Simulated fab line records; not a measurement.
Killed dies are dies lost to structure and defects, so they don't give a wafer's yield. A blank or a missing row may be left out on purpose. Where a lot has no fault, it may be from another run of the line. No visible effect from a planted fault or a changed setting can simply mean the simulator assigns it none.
fab line records	flow n5Finfet	part 1 of 2: steps 1 to 4 of 6
record lots=21	wafers=63	lastDay=17
route steps=1938 shown BEOL_M15@1786 MIM_BOT_ETCH@1868
lots untouched by any fault: they come from a run of this same line in which no faults occurred
startH: hours from the record's first day to the start of the lot's first wafer shown	waitH: hours elapsed since this lot's preceding step	" identical to the entry in the row above	L1.1+2: several wafers, shown together as one row	- no value present, or no start provided	* or withheld: withheld	< > ~ a bound
route shown NAME@n: a module of which the file shows steps, and the number in the route of the first	usual: average and standard deviation across the fault-free wafers	same: alike in all rows	chamber/n: place in a boat	sites: per-site readings	_std_site: the values' standard deviation	_edge_site: mean of outer sites minus mean of inner sites	radiusMm: for every site, how far away it sits from the centre of the wafer	mask NAME#n: copy n	behind: the last tool/chamber to shape the wafer	hold: the reason the lot was held/the length of the hold in hours/how it ended	device: names the non-switching transistor (n, p or np)	end of line: the tests these same wafers got at the end of their route	for a step that has no rows: nothing shown but its recipe	killed: dies that structure and defects cost at the first sort, which is not the same as the wafer's yield	map: per-die view of a wafer (x killed, . not killed, _ where there is no die)
set.NAME: the setting the step ran with; set.NAME@STEP: the setting that earlier step ran with	model.NAME: the simulator's own value behind a step, which no gauge read
route steps across a sampled set of lots; one table per step, one row per wafer
services: from which hour (startH, from the record's first day; less than 0 if before it) a tool's chamber was out of use, for how many hours, and why
## steps
# step N5_BEOL_M15_DESCUM_15
# recipe chemistry=O2	timeS=7.9	sourcePowerW=50	biasPowerW=20	pressureMtorr=20	rfFrequencyHz=2.712e+07	tempC=40	o2FlowSccm=225
# usual biasPowerW=20.00/0.06	drypumpMotorCurrentA=5.6/0.51	oesProductAu=0.79/0.085	rfVppV=242.9/1.4	showerheadPlenumPTorr=2.08/0.077	throttleValvePct=20.43/0.19
lot.wafer	tool	chamber	startH	waitH	biasPowerW	drypumpMotorCurrentA	oesProductAu	rfHoursCounterH	rfVppV	showerheadPlenumPTorr	throttleValvePct
L074.2	rieDiel-05	3	233.68	0.0	19.95	5.8	0.69	226	243.9	2.17	20.31
L074.3	"	1	"	"	19.86	6.1	0.81	75	244.3	2.20	20.17
L074.4	"	2	"	"	20.00	6.7	0.79	118	246.2	2.19	20.01
L076.2	rieDiel-03	3	239.44	0.0	20.07	5.4	0.69	248	244.0	2.16	20.61
L076.5	"	2	"	"	20.07	5.0	0.74	-	240.8	2.01	20.44
L076.6	"	3	"	"	20.07	5.4	0.69	-	243.3	2.16	20.58
L075.3	rieDiel-03	0	240.69	0.0	20.08	5.9	0.72	180	243.0	2.09	20.67
L075.5	"	3	"	"	20.03	5.4	0.69	-	244.0	2.16	20.59
L075.6	"	0	"	"	20.06	5.9	0.72	-	243.5	2.09	20.68
L077.2	rieDiel-01	1	260.37	0.0	20.06	5.8	0.83	67	241.9	2.13	20.55
L077.5	"	0	"	"	19.96	4.9	0.84	-	244.0	2.11	20.53
L077.6	"	1	"	"	20.03	5.8	0.81	-	243.7	2.13	20.58
L079.3	rieDiel-01	1	267.63	0.0	20.00	5.8	0.82	70	242.9	2.13	20.56
L079.5	"	0	"	"	19.92	4.9	0.83	-	244.2	2.11	20.53
L079.6	"	1	"	"	19.98	5.7	0.82	-	244.7	2.13	20.56
L078.1	rieDiel-01	1	269.93	0.0	20.14	5.8	0.81	71	243.3	2.13	20.58
L078.3	"	3	"	"	20.00	5.3	0.68	231	241.9	1.98	20.43
L078.6	"	0	"	"	19.98	4.9	0.83	-	243.9	2.11	20.54
L081.2	rieDiel-03	3	277.72	0.4	19.91	5.4	0.98	3	243.1	2.16	20.17
L081.4	"	2	"	"	19.91	5.1	0.73	189	241.6	2.00	20.48
L081.6	"	1	"	"	19.99	6.1	0.86	-	240.8	2.03	20.30
L084.3	rieDiel-05	2	286.29	0.0	20.03	6.7	0.77	134	243.1	2.19	20.03
L084.4	"	0	"	"	20.09	5.6	0.74	151	240.5	1.94	20.59
L084.5	"	2	"	"	19.98	6.7	0.77	-	243.2	2.19	20.03
L085.2	rieDiel-05	0	298.41	0.4	20.05	5.6	0.74	155	241.0	1.94	20.59
L085.3	"	2	"	"	19.97	6.7	0.78	138	246.3	2.19	20.04
L085.6	"	3	"	"	19.99	5.8	0.68	-	243.9	2.17	20.34
L086.1	rieDiel-03	2	305.78	0.0	20.09	5.0	0.73	199	240.8	2.00	20.48
L086.2	"	1	"	"	20.10	6.1	0.85	83	242.5	2.02	20.31
L086.4	"	0	"	"	20.01	5.9	0.70	201	241.4	2.09	20.70
L087.2	rieDiel-05	2	308.94	0.6	19.98	6.7	0.77	142	243.7	2.19	20.05
L087.3	"	1	"	"	20.08	6.1	0.79	97	243.0	2.19	20.21
L087.6	"	2	"	"	19.85	6.7	0.77	-	244.2	2.19	20.04
L088.1	rieDiel-01	3	322.85	0.0	19.98	5.3	0.66	247	242.0	1.97	20.47
L088.2	"	2	"	"	20.02	5.0	0.93	23	241.3	2.03	20.48
L088.4	"	1	"	"	20.12	5.8	0.79	88	243.0	2.12	20.61
L090.1	rieDiel-03	0	324.94	0.1	20.03	5.9	0.70	207	240.9	2.08	20.72
L090.4	"	2	"	"	19.99	5.0	0.72	205	242.1	2.00	20.50
L090.6	"	1	"	"	20.05	6.1	0.84	-	242.6	2.02	20.34
L091.1	rieDiel-03	0	330.60	0.1	20.00	5.9	0.70	208	242.3	2.08	20.71
L091.3	"	3	"	"	19.98	5.4	0.92	19	244.0	2.16	20.17
L091.4	"	2	"	"	19.92	5.0	0.72	207	241.5	2.00	20.50
L089.1	rieDiel-01	1	332.00	0.0	20.07	5.8	0.79	90	244.8	2.12	20.60
L089.4	"	0	"	"	20.01	4.9	0.80	-	243.5	2.10	20.55
L089.6	"	2	"	"	20.06	5.0	0.92	-	242.8	2.03	20.48
L092.2	rieDiel-03	3	333.79	0.0	20.02	5.4	0.92	21	243.9	2.16	20.19
L092.4	"	2	"	"	20.10	5.1	0.72	208	240.8	2.00	20.49
L092.6	"	3	"	"	20.02	5.4	0.91	-	244.3	2.15	20.19
L093.1	rieDiel-03	3	337.81	0.0	19.99	5.4	0.92	22	244.7	2.15	20.20
L093.5	"	2	"	"	20.06	5.1	0.73	-	241.1	2.00	20.50
L093.6	"	3	"	"	20.09	5.4	0.92	-	243.8	2.16	20.20
L094.2	rieDiel-01	1	340.70	0.0	19.97	5.8	0.80	94	243.0	2.12	20.59
L094.3	"	2	"	"	19.91	5.0	0.92	31	242.7	2.03	20.50
L094.5	"	1	"	"	19.91	5.8	0.79	-	243.5	2.12	20.60
L095.1	rieDiel-05	0	367.42	0.0	19.93	5.6	0.72	176	241.3	1.94	20.62
L095.2	"	1	"	"	19.96	6.1	0.77	114	244.0	2.19	20.22
L095.4	"	2	"	"	19.94	6.7	0.75	159	244.8	2.18	20.07
L096.2	rieDiel-05	2	367.83	0.2	19.95	6.7	0.76	159	243.8	2.18	20.06
L096.3	"	3	"	"	19.91	5.8	0.89	11	244.3	2.16	20.01
L096.4	"	1	"	"	19.99	6.1	0.76	114	244.1	2.19	20.23
L097.2	rieDiel-03	2	381.14	0.0	20.10	5.1	0.71	222	241.3	1.99	20.51
L097.3	"	0	"	"	20.00	5.9	0.69	225	242.8	2.08	20.74
L097.6	"	3	"	"	20.02	5.4	0.88	-	243.3	2.15	20.22
# step N5_BEOL_M15_DESCUM_33
# recipe chemistry=O2	timeS=7.9	sourcePowerW=50	biasPowerW=20	pressureMtorr=20	rfFrequencyHz=2.712e+07	tempC=40	o2FlowSccm=225
# usual biasPowerW=20.00/0.066	drypumpMotorCurrentA=5.7/0.55	oesProductAu=0.79/0.086	rfVppV=243.2/1.5	showerheadPlenumPTorr=2.09/0.084	throttleValvePct=20.38/0.21
lot.wafer	tool	chamber	startH	waitH	biasPowerW	drypumpMotorCurrentA	oesProductAu	rfHoursCounterH	rfVppV	showerheadPlenumPTorr	throttleValvePct
L074.2	rieDiel-03	3	235.22	0.0	20.05	5.4	0.70	247	245.0	2.16	20.59
L074.3	"	2	"	"	19.99	5.1	0.74	175	241.7	2.01	20.44
L074.4	"	0	"	"	20.02	5.9	0.71	179	242.8	2.09	20.65
L076.2	rieDiel-05	0	241.02	0.0	20.01	5.6	0.76	137	240.8	1.95	20.55
L076.5	"	0	"	"	20.03	5.6	0.75	-	240.4	1.95	20.55
L076.6	"	3	"	"	20.08	5.8	0.68	-	243.8	2.17	20.32
L075.3	rieDiel-05	3	242.17	0.0	20.04	5.8	0.69	229	243.9	2.17	20.32
L075.5	"	3	"	"	19.94	5.8	0.69	-	245.0	2.17	20.31
L075.6	"	2	"	"	20.11	6.7	0.79	-	244.6	2.19	20.00
L077.2	rieDiel-05	1	261.83	0.0	20.00	6.0	0.81	83	245.8	2.20	20.19
L077.5	"	2	"	"	20.14	6.7	0.79	-	245.3	2.19	20.02
L077.6	"	1	"	"	19.94	6.1	0.80	-	245.3	2.20	20.17
L079.3	rieDiel-05	1	269.22	0.0	20.00	6.1	0.79	85	243.2	2.20	20.18
L079.5	"	3	"	"	20.00	5.8	0.68	-	243.7	2.17	20.35
L079.6	"	2	"	"	20.01	6.8	0.79	-	244.8	2.19	20.01
L078.1	rieDiel-01	2	271.72	0.2	19.96	5.0	0.99	8	243.3	2.04	20.46
L078.3	"	0	"	"	20.03	4.9	0.82	90	244.3	2.11	20.54
L078.6	"	3	"	"	20.05	5.4	0.67	-	241.9	1.98	20.44
L081.2	rieDiel-05	1	279.52	0.2	20.04	6.1	0.81	88	245.5	2.20	20.20
L081.4	"	3	"	"	20.04	5.8	0.68	241	242.9	2.17	20.34
L081.6	"	2	"	"	20.01	6.7	0.78	-	245.8	2.19	20.03
L084.3	rieDiel-05	0	287.88	0.0	20.02	5.6	0.74	152	240.4	1.94	20.58
L084.4	"	3	"	"	20.06	5.8	0.68	244	243.3	2.17	20.33
L084.5	"	3	"	"	20.08	5.8	0.68	-	243.2	2.17	20.33
L085.2	rieDiel-01	1	300.59	0.5	20.07	5.8	0.80	82	244.4	2.13	20.59
L085.3	"	0	"	"	20.05	4.9	0.82	100	244.3	2.11	20.56
L085.6	"	2	"	"	19.98	5.0	0.94	-	240.7	2.04	20.48
L086.1	rieDiel-01	3	307.24	0.0	19.95	5.3	0.66	243	242.0	1.97	20.46
L086.2	"	0	"	"	19.93	4.9	0.81	101	243.9	2.11	20.55
L086.4	"	1	"	"	20.04	5.8	0.80	83	245.9	2.12	20.60
L087.2	rieDiel-01	3	310.59	0.1	20.03	5.3	0.66	244	241.0	1.97	20.46
L087.3	"	0	"	"	20.04	4.9	0.82	103	243.0	2.11	20.56
L087.6	"	1	"	"	19.97	5.8	0.81	-	243.4	2.12	20.58
L088.1	rieDiel-01	1	324.70	0.3	19.95	5.8	0.79	89	244.0	2.12	20.59
L088.2	"	2	"	"	19.87	5.0	0.93	24	243.0	2.03	20.49
L088.4	"	3	"	"	20.07	5.4	0.66	248	240.6	1.97	20.47
L090.1	rieDiel-03	0	326.57	0.0	20.02	5.9	0.69	207	242.2	2.08	20.72
L090.4	"	3	"	"	20.00	5.4	0.91	18	242.5	2.16	20.18
L090.6	"	1	"	"	20.07	6.1	0.83	-	240.4	2.02	20.30
L091.1	rieDiel-03	3	332.36	0.1	19.95	5.4	0.93	20	243.6	2.16	20.19
L091.3	"	2	"	"	20.00	5.1	0.72	207	241.3	2.00	20.49
L091.4	"	1	"	"	19.92	6.1	0.83	92	242.7	2.02	20.34
L089.1	rieDiel-03	0	333.48	0.0	20.03	5.9	0.70	210	243.1	2.08	20.72
L089.4	"	3	"	"	20.03	5.4	0.92	21	243.7	2.16	20.20
L089.6	"	3	"	"	19.91	5.4	0.92	-	244.6	2.16	20.20
L092.2	rieDiel-01	0	335.37	0.0	19.89	4.9	0.80	112	243.7	2.10	20.57
L092.4	"	1	"	"	20.12	5.8	0.79	-	243.3	2.12	20.60
L092.6	"	0	"	"	19.91	4.9	0.81	-	242.4	2.10	20.56
L093.1	rieDiel-05	3	339.36	0.1	20.09	5.8	0.93	4	243.9	2.16	20.00
L093.5	"	2	"	"	19.92	6.8	0.76	-	245.4	2.18	20.06
L093.6	"	1	"	"	19.94	6.1	0.77	-	244.3	2.19	20.22
L094.2	rieDiel-05	1	342.18	0.0	19.96	6.1	0.78	108	244.3	2.19	20.22
L094.3	"	3	"	"	20.02	5.8	0.92	4	244.4	2.16	20.01
L094.5	"	1	"	"	20.01	6.1	0.77	-	244.0	2.19	20.22
L095.1	rieDiel-03	3	369.30	0.4	20.09	5.4	0.88	31	244.2	2.15	20.21
L095.2	"	0	"	"	19.99	5.9	0.69	221	243.1	2.08	20.72
L095.4	"	1	"	"	19.97	6.1	0.82	102	242.3	2.02	20.36
L096.2	rieDiel-05	2	369.52	0.1	20.07	6.7	0.76	160	244.2	2.18	20.09
L096.3	"	1	"	"	20.00	6.1	0.77	115	245.1	2.19	20.23
L096.4	"	3	"	"	20.04	5.8	0.90	12	243.0	2.16	20.01
L097.2	rieDiel-01	3	382.78	0.0	19.97	5.3	0.96	11	245.0	2.23	20.07
L097.3	"	2	"	"	19.88	5.0	0.89	45	243.7	2.03	20.53
L097.6	"	3	"	"	20.08	5.3	0.95	-	244.9	2.23	20.05
# step N5_BEOL_M15_ETCH_61
# recipe chemistry=N2/H2	target=BARC	targetDepthA=890	overetchA=267	timeS=67.9	ionEnergyEv=200	pressureMtorr=30	sourceW=840	biasW=150	n2FlowSccm=200	h2FlowSccm=200
# usual drypumpMotorCurrentA=5.7/0.55	n2FlowSccm=199.9/0.64	oesProductAu=0.68/0.069	rfVppV=523.7/3	showerheadPlenumPTorr=2.54/0.1	throttleValvePct=17.81/0.25
lot.wafer	tool	chamber	startH	waitH	drypumpMotorCurrentA	n2FlowSccm	oesProductAu	rfHoursCounterH	rfVppV	showerheadPlenumPTorr	throttleValvePct
L074.2	rieDiel-03	3	235.25	0.0	5.5	199.9	0.60	247	526.7	2.61	17.97
L074.3	"	2	"	"	5.1	199.4	0.64	175	520.4	2.41	17.63
L074.4	"	0	"	"	5.9	199.8	0.62	179	523.4	2.54	18.15
L076.2	rieDiel-05	0	241.06	0.0	5.6	200.2	0.64	137	518.1	2.34	17.83
L076.5	"	0	"	"	5.6	199.2	0.64	-	517.2	2.34	17.83
L076.6	"	3	"	"	5.8	200.4	0.59	-	525.8	2.60	17.48
L075.3	rieDiel-05	3	242.21	0.0	5.8	199.5	0.60	229	525.1	2.60	17.49
L075.5	"	3	"	"	5.8	199.8	0.60	-	526.7	2.60	17.49
L075.6	"	2	"	"	6.7	199.2	0.68	-	526.3	2.67	17.54
L077.2	rieDiel-05	1	261.87	0.0	6.1	200.5	0.69	83	528.1	2.69	17.68
L077.5	"	2	"	"	6.8	199.6	0.67	-	526.8	2.66	17.55
L077.6	"	1	"	"	6.1	200.4	0.70	-	527.6	2.69	17.68
L079.3	rieDiel-05	1	269.25	0.0	6.1	200.7	0.69	85	524.6	2.69	17.68
L079.5	"	3	"	"	5.7	200.7	0.60	-	525.7	2.60	17.53
L079.6	"	2	"	"	6.7	199.3	0.68	-	527.0	2.66	17.56
L078.1	rieDiel-01	2	271.76	0.0	5.0	199.3	0.84	8	522.9	2.50	18.03
L078.3	"	0	"	"	4.9	199.0	0.71	90	525.1	2.58	18.11
L078.6	"	3	"	"	5.3	200.6	0.59	-	520.8	2.42	18.00
L081.2	rieDiel-05	1	279.55	0.0	6.1	199.3	0.69	88	528.5	2.69	17.71
L081.4	"	3	"	"	5.8	200.0	0.59	241	525.6	2.60	17.52
L081.6	"	2	"	"	6.8	198.7	0.66	-	526.0	2.66	17.56
L084.3	rieDiel-05	0	287.91	0.0	5.6	200.2	0.63	152	518.3	2.34	17.85
L084.4	"	3	"	"	5.8	199.4	0.59	244	525.7	2.59	17.53
L084.5	"	3	"	"	5.8	199.6	0.59	-	525.8	2.60	17.52
L085.2	rieDiel-01	1	300.62	0.0	5.8	200.1	0.69	82	525.9	2.57	17.86
L085.3	"	0	"	"	4.9	199.2	0.70	100	524.5	2.58	18.15
L085.6	"	2	"	"	5.0	201.0	0.81	-	522.5	2.50	18.05
L086.1	rieDiel-01	3	307.27	0.0	5.4	199.0	0.58	243	520.1	2.42	18.02
L086.2	"	0	"	"	4.9	199.5	0.70	101	524.9	2.58	18.14
L086.4	"	1	"	"	5.8	198.7	0.69	83	524.7	2.57	17.83
L087.2	rieDiel-01	3	310.63	0.0	5.4	200.8	0.58	244	518.8	2.42	18.02
L087.3	"	0	"	"	4.9	199.5	0.69	103	524.6	2.58	18.17
L087.6	"	1	"	"	5.8	199.0	0.69	-	525.0	2.56	17.82
L088.1	rieDiel-01	1	324.74	0.0	5.8	200.1	0.68	89	524.1	2.56	17.85
L088.2	"	2	"	"	5.0	199.7	0.79	24	522.6	2.49	18.06
L088.4	"	3	"	"	5.3	199.5	0.58	248	519.8	2.42	18.02
L090.1	rieDiel-03	0	326.60	0.0	5.9	199.0	0.60	207	522.3	2.53	18.18
L090.4	"	3	"	"	5.4	200.1	0.78	18	525.5	2.60	17.55
L090.6	"	1	"	"	6.1	200.7	0.71	-	521.5	2.49	17.99
L091.1	rieDiel-03	3	332.39	0.0	5.4	199.1	0.77	20	527.2	2.60	17.56
L091.3	"	2	"	"	5.1	200.2	0.62	208	521.1	2.40	17.70
L091.4	"	1	"	"	6.1	199.2	0.70	92	521.0	2.49	17.99
L089.1	rieDiel-03	0	333.51	0.0	6.0	200.5	0.60	210	523.3	2.53	18.21
L089.4	"	3	"	"	5.4	198.7	0.77	21	524.8	2.60	17.57
L089.6	"	3	"	"	5.5	198.7	0.77	-	526.0	2.60	17.55
L092.2	rieDiel-01	0	335.41	0.0	4.9	199.8	0.69	112	525.5	2.57	18.18
L092.4	"	1	"	"	5.8	200.7	0.68	-	523.4	2.56	17.87
L092.6	"	0	"	"	4.9	199.5	0.69	-	525.5	2.57	18.16
L093.1	rieDiel-05	3	339.39	0.0	5.7	199.3	0.80	4	525.0	2.59	17.11
L093.5	"	2	"	"	6.8	199.9	0.65	-	524.3	2.65	17.59
L093.6	"	1	"	"	6.1	200.6	0.67	-	527.6	2.68	17.74
L094.2	rieDiel-05	1	342.21	0.0	6.1	199.8	0.68	108	526.3	2.68	17.75
L094.3	"	3	"	"	5.8	199.9	0.80	5	523.9	2.59	17.13
L094.5	"	1	"	"	6.1	199.0	0.67	-	527.5	2.68	17.74
L095.1	rieDiel-03	3	369.33	0.0	5.4	200.9	0.76	31	526.4	2.59	17.57
L095.2	"	0	"	"	5.9	199.9	0.59	221	522.7	2.52	18.21
L095.4	"	1	"	"	6.1	200.3	0.69	102	520.9	2.48	18.00
L096.2	rieDiel-05	2	369.56	0.0	6.7	198.9	0.65	160	526.7	2.65	17.62
L096.3	"	1	"	"	6.1	200.7	0.67	115	527.9	2.68	17.74
L096.4	"	3	"	"	5.8	200.0	0.78	12	524.8	2.59	17.14
L097.2	rieDiel-01	3	382.81	0.0	5.3	200.2	0.82	11	528.2	2.73	17.59
L097.3	"	2	"	"	5.0	200.9	0.76	45	522.1	2.48	18.11
L097.6	"	3	"	"	5.3	200.5	0.81	-	528.3	2.73	17.58
# step N5_BEOL_M15_DEGAS_41
# recipe ambient=vacuum	tempC=300	timeS=60
# usual heaterPowerW=464/35
lot.wafer	tool	chamber	startH	waitH	heaterPowerW
L074.2	pvdSputter-03	-	235.99	0.2	483
L074.3	"	-	"	"	420
L074.4	"	-	"	"	518
L076.2	pvdSputter-03	-	241.94	0.1	483
L076.5	"	-	"	"	464
L076.6	"	-	"	"	504
L075.3	pvdSputter-02	-	245.01	0.3	446
L075.5	"	-	"	"	486
L075.6	"	-	"	"	424
L077.2	pvdSputter-03	-	263.18	0.7	433
L077.5	"	-	"	"	503
L077.6	"	-	"	"	463
L079.3	pvdSputter-01	-	270.96	0.8	446
L079.5	"	-	"	"	451
L079.6	"	-	"	"	493
L078.1	pvdSputter-01	-	272.58	0.2	487
L078.3	"	-	"	"	454
L078.6	"	-	"	"	397
L081.2	pvdSputter-03	-	280.20	0.0	517
L081.4	"	-	"	"	484
L081.6	"	-	"	"	484
L084.3	pvdSputter-01	-	288.89	0.2	406
L084.4	"	-	"	"	498
L084.5	"	-	"	"	514
L085.2	pvdSputter-02	-	302.81	0.5	414
L085.3	"	-	"	"	449
L085.6	"	-	"	"	433
L086.1	pvdSputter-02	-	309.21	0.2	422
L086.2	"	-	"	"	495
L086.4	"	-	"	"	439
L087.2	pvdSputter-01	-	312.20	0.4	421
L087.3	"	-	"	"	499
L087.6	"	-	"	"	505
L088.1	pvdSputter-03	-	325.41	0.1	505
L088.2	"	-	"	"	474
L088.4	"	-	"	"	498
L090.1	pvdSputter-01	-	328.05	0.5	402
L090.4	"	-	"	"	486
L090.6	"	-	"	"	506
L091.1	pvdSputter-02	-	333.34	0.2	488
L091.3	"	-	"	"	434
L091.4	"	-	"	"	429
L089.1	pvdSputter-03	-	334.59	0.5	469
L089.4	"	-	"	"	507
L089.6	"	-	"	"	482
L092.2	pvdSputter-01	-	336.04	0.0	507
L092.4	"	-	"	"	453
L092.6	"	-	"	"	511
L093.1	pvdSputter-02	-	341.02	0.4	504
L093.5	"	-	"	"	423
L093.6	"	-	"	"	437
L094.2	pvdSputter-01	-	345.98	0.3	458
L094.3	"	-	"	"	480
L094.5	"	-	"	"	406
L095.1	pvdSputter-03	-	371.50	1.6	470
L095.2	"	-	"	"	510
L095.4	"	-	"	"	429
L096.2	pvdSputter-02	-	372.36	0.4	436
L096.3	"	-	"	"	441
L096.4	"	-	"	"	498
L097.2	pvdSputter-02	-	385.52	0.6	442
L097.3	"	-	"	"	424
L097.6	"	-	"	"	497
